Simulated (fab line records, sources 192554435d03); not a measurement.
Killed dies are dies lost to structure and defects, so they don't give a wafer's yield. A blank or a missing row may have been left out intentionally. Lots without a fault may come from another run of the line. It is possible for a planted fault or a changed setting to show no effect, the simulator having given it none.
What tool caused it? -- flow n5 finfet -- 10 lots with 30 wafers sampled at 6 steps, on a route of 1938 steps

WHAT THE GAUGES READ, wafer by wafer
N5_BEOL_M2_THK_MEAS_01. Usual: M2_ILD_THK typically reads 78.8 nm, with standard deviation 1.1.
lot,measured,on,M2_ILD_THK (nm),flag
L612,day 7 08:13,film metro-01,77.3 77.6 78.8,
L615,day 7 18:14,film metro-02,77.5 79.5 78.4,
L616,day 8 02:37,film metro-01,155.7 155.2 158.1,OFF
L620,day 8 23:13,film metro-01,78.3 79.1 78.3,
L621,day 9 22:05,film metro-02,155.1 157.9 158.5,OFF
L624,day 10 01:34,film metro-01,157.0 157.8 157.9,OFF
L626,day 10 14:54,film metro-02,77.6 76.6 77.5,
L628,day 10 22:59,film metro-01,77.1 78.6 79.1,
L627,day 11 01:37,film metro-01,77.7 80.3 78.3,
L629,day 11 07:34,film metro-01,77.5 78.5 79.2,

N5_BEOL_M4_RC_MEAS_101. Usual: DIBL_N 36.1 mV/V, standard deviation 1.9; DIBL_P 36.4 mV/V, standard deviation 2.5; IOFF_N 0.16 nA/um, standard deviation 0.036; IOFF_P 0.22 nA/um, standard deviation 0.038; ION_N 672 uA/um, standard deviation 11; ION_P 462 uA/um, standard deviation 8; SS_N 71.6 mV/dec, standard deviation 0.68; SS_P 73.3 mV/dec, standard deviation 0.77; VT_N 250 mV, standard deviation 3.3; VT_P -250 mV, standard deviation 3.6.
lot,measured,on,DIBL_N (mV/V),DIBL_P (mV/V),IOFF_N (nA/um),IOFF_P (nA/um),ION_N (uA/um),ION_P (uA/um),SS_N (mV/dec),SS_P (mV/dec),VT_N (mV),VT_P (mV),flag
L612,day 9 06:34,prober-02,35.8 37.0 36.3,34.5 37.0 37.3,0.14 0.16 0.16,0.20 0.23 0.24,664 664 679,457 454 465,70.9 72.2 71.7,72.5 74.0 73.3,252 251 249,-250 -248 -247,
L615,day 9 12:55,prober-02,34.8 36.2 38.0,34.7 36.6 39.7,0.15 0.16 0.21,0.18 0.20 0.25,665 653 689,457 450 469,71.2 71.5 72.2,73.2 73.5 73.8,251 250 245,-251 -252 -249,
L620,day 10 18:54,prober-01,38.3 37.5 37.4,37.8 37.4 37.0,0.18 0.17 0.17,0.20 0.20 0.19,662 677 661,444 458 447,72.8 71.7 72.4,74.3 73.9 73.7,252 250 252,-257 -255 -257,
L626,day 13 01:31,prober-02,33.1 34.7 35.3,33.5 34.3 36.8,0.11 0.13 0.16,0.17 0.18 0.21,656 653 683,454 446 461,71.2 72.0 71.8,73.2 73.1 73.9,253 254 249,-254 -254 -253,
L628,day 13 09:27,prober-02,36.7 37.1 34.6,35.7 36.9 33.0,0.17 0.18 0.13,0.22 0.24 0.17,687 686 673,465 468 466,71.8 71.6 70.9,73.0 73.6 72.4,246 248 249,-250 -247 -253,
L627,day 13 19:37,prober-02,36.5 36.6 37.9,35.0 35.6 36.2,0.16 0.16 0.18,0.22 0.22 0.23,678 685 677,466 472 468,71.7 71.8 72.0,72.2 73.8 72.8,249 250 250,-248 -249 -248,
L629,day 13 21:09,prober-02,36.5 37.7 34.7,37.3 37.8 34.8,0.16 0.18 0.13,0.22 0.22 0.18,675 683 659,468 462 456,71.6 71.6 71.2,73.4 74.1 73.0,249 251 251,-249 -251 -254,

WHICH TOOL RAN EACH LOT (tool, then ch and the chambers of the sampled wafers, then the start)
lot,N5_BEOL_M1_SPUTTER_92,N5_BEOL_M1_SPUTTER_94,N5_BEOL_M2_ILD_DEP_00,N5_BEOL_M2_PECVD_72
L612,"pvd sputter-01, day 7 06:16","pvd sputter-01, day 7 06:29","pecvd-03 ch 0,1,2, day 7 08:09","pecvd-01 ch 0,1,2, day 7 08:15"
L615,"pvd sputter-01, day 7 16:37","pvd sputter-01, day 7 16:50","pecvd-01 ch 1,2, day 7 18:10","pecvd-02 ch 1,2, day 7 18:16"
L616,"pvd sputter-02, day 8 00:42","pvd sputter-02, day 8 00:55","pecvd-03 ch 0,2, day 8 02:18","pecvd-01 ch 0,2, day 8 02:38"
L620,"pvd sputter-01, day 8 21:19","pvd sputter-01, day 8 21:32","pecvd-03 ch 1,2, day 8 23:09","pecvd-01 ch 0,1, day 8 23:16"
L621,"pvd sputter-02, day 9 20:13","pvd sputter-02, day 9 20:26","pecvd-03 ch 0,1, day 9 21:46","pecvd-03 ch 0,1, day 9 22:07"
L624,"pvd sputter-01, day 9 23:33","pvd sputter-01, day 9 23:46","pecvd-02 ch 0,1, day 10 01:06","pecvd-02 ch 0, day 10 01:36"
L626,"pvd sputter-03, day 10 13:06","pvd sputter-03, day 10 13:19","pecvd-03 ch 0,1,2, day 10 14:50","pecvd-01 ch 0,2, day 10 14:56"
L628,"pvd sputter-01, day 10 20:59","pvd sputter-01, day 10 21:12","pecvd-03 ch 0,1,2, day 10 22:55","pecvd-01 ch 1,2, day 10 23:01"
L627,"pvd sputter-01, day 11 00:00","pvd sputter-01, day 11 00:13","pecvd-03 ch 1,2, day 11 01:33","pecvd-01 ch 0,1, day 11 01:39"
L629,"pvd sputter-02, day 11 05:57","pvd sputter-02, day 11 06:10","pecvd-02 ch 0,1,2, day 11 07:30","pecvd-01 ch 0,1,2, day 11 07:36"
- N5_BEOL_M1_SPUTTER_92: material Cu, target thk 4.5 nm, time 8.29 s.
- N5_BEOL_M1_SPUTTER_94: material Cu, target thk 4.5 nm, time 8.29 s.
- N5_BEOL_M2_ILD_DEP_00: deposits SiOC from DEMS/O2, target thk 79 nm, time 15.3 s.
- N5_BEOL_M2_PECVD_72: deposits SiO2 from TEOS/O2, target thk 16 nm, time 18 s.

AS READ BY THE TOOLS THEMSELVES (means over the sampled wafers that have a number; for cases with no such wafer, the mark the record gives instead)
N5_BEOL_M1_SPUTTER_92. Usual: chuck gas flow sccm 1.26 sccm, standard deviation 0.051; throttle valve pct 30.1 %, standard deviation 0.98.
lot,tool,chuck gas flow sccm (sccm),throttle valve pct (%),flag
L612,pvd sputter-01,1.26,30.2,
L615,pvd sputter-01,1.27,30.1,
L616,pvd sputter-02,1.24,29.9,
L620,pvd sputter-01,1.22,29.1,
L621,pvd sputter-02,1.26,30.7,
L624,pvd sputter-01,1.21,29.4,
L626,pvd sputter-03,1.26,30.3,
L628,pvd sputter-01,1.21,29.3,
L627,pvd sputter-01,1.26,29.8,
L629,pvd sputter-02,1.27,30.0,

N5_BEOL_M1_SPUTTER_94. Usual: chuck gas flow sccm 1.25 sccm, standard deviation 0.056; throttle valve pct 30.1 %, standard deviation 0.98.
lot,tool,chuck gas flow sccm (sccm),throttle valve pct (%),flag
L612,pvd sputter-01,1.30,30.2,
L615,pvd sputter-01,1.24,30.2,
L616,pvd sputter-02,1.25,30.2,
L620,pvd sputter-01,1.23,29.1,
L621,pvd sputter-02,1.26,30.9,
L624,pvd sputter-01,1.28,29.2,
L626,pvd sputter-03,1.23,30.2,
L628,pvd sputter-01,1.23,29.6,
L627,pvd sputter-01,1.22,29.8,
L629,pvd sputter-02,1.26,29.9,

N5_BEOL_M2_ILD_DEP_00. Usual: heater power w 480 W, standard deviation 65; showerhead plenum p Torr 5.692 Torr, standard deviation 0.014; showerhead vpp V 1399 V, standard deviation 59; throttle valve pct 12.1 %, standard deviation 1.
lot,tool,heater power w (W),showerhead plenum p Torr (Torr),showerhead vpp V (V),throttle valve pct (%),flag
L612,pecvd-03,486,5.695,1413,12.1,
L615,pecvd-01,443,5.691,1407,12.0,
L616,pecvd-03,536,5.684,1429,11.7,
L620,pecvd-03,463,5.713,1373,12.3,
L621,pecvd-03,515,5.689,1466,12.6,
L624,pecvd-02,430,5.686,1397,12.3,
L626,pecvd-03,504,5.696,1419,12.0,
L628,pecvd-03,510,5.690,1383,12.2,
L627,pecvd-03,444,5.693,1341,11.4,
L629,pecvd-02,478,5.681,1380,11.7,

N5_BEOL_M2_PECVD_72. Usual: heater power w 700 W, standard deviation 70; showerhead plenum p Torr 8.77 Torr, standard deviation 0.055; showerhead vpp V 1327 V, standard deviation 43; throttle valve pct 22.9 %, standard deviation 1.6.
lot,tool,heater power w (W),showerhead plenum p Torr (Torr),showerhead vpp V (V),throttle valve pct (%),flag
L612,pecvd-01,734,8.78,1336,23.5,
L615,pecvd-02,658,8.78,1288,23.3,
L616,pecvd-01,728,8.74,1314,24.3,
L620,pecvd-01,733,8.76,1317,24.4,
L621,pecvd-03,728,8.80,1347,24.3,
L624,pecvd-02,748,8.67,1321,20.8,
L626,pecvd-01,662,8.77,1312,23.6,
L628,pecvd-01,710,8.82,1343,22.8,
L627,pecvd-01,718,8.79,1343,23.5,
L629,pecvd-01,711,8.79,1326,23.6,

THE ANSWER, worked out from the rows above alone
Rule: take the mean of a lot's wafers that have a number; if it is more than 3 standard deviations from the usual mean, the lot is off. A lot without any number at a reading at which 4 lots or more have one is off too. Where the step has rows for the other lots, those lots are counted as sound. The gauges are gone through in route order, then the tools' own readings, and for those a lot's mean is taken as printed above. At the first step where some lot is off, the reading lying furthest off is the one used; lots without a number count as furthest.
Off: L616, L621, L624, at N5_BEOL_M2_THK_MEAS_01 (M2_ILD_THK).
A tool fits if, at a process step before that reading, it ran every lot that is off, and no sound lot after the first of them. Gauges at N5_BEOL_M2_THK_MEAS_01: tried the same way as those tools. Not one of the candidates tried fits.

WHAT THE SIMULATOR PUT IN
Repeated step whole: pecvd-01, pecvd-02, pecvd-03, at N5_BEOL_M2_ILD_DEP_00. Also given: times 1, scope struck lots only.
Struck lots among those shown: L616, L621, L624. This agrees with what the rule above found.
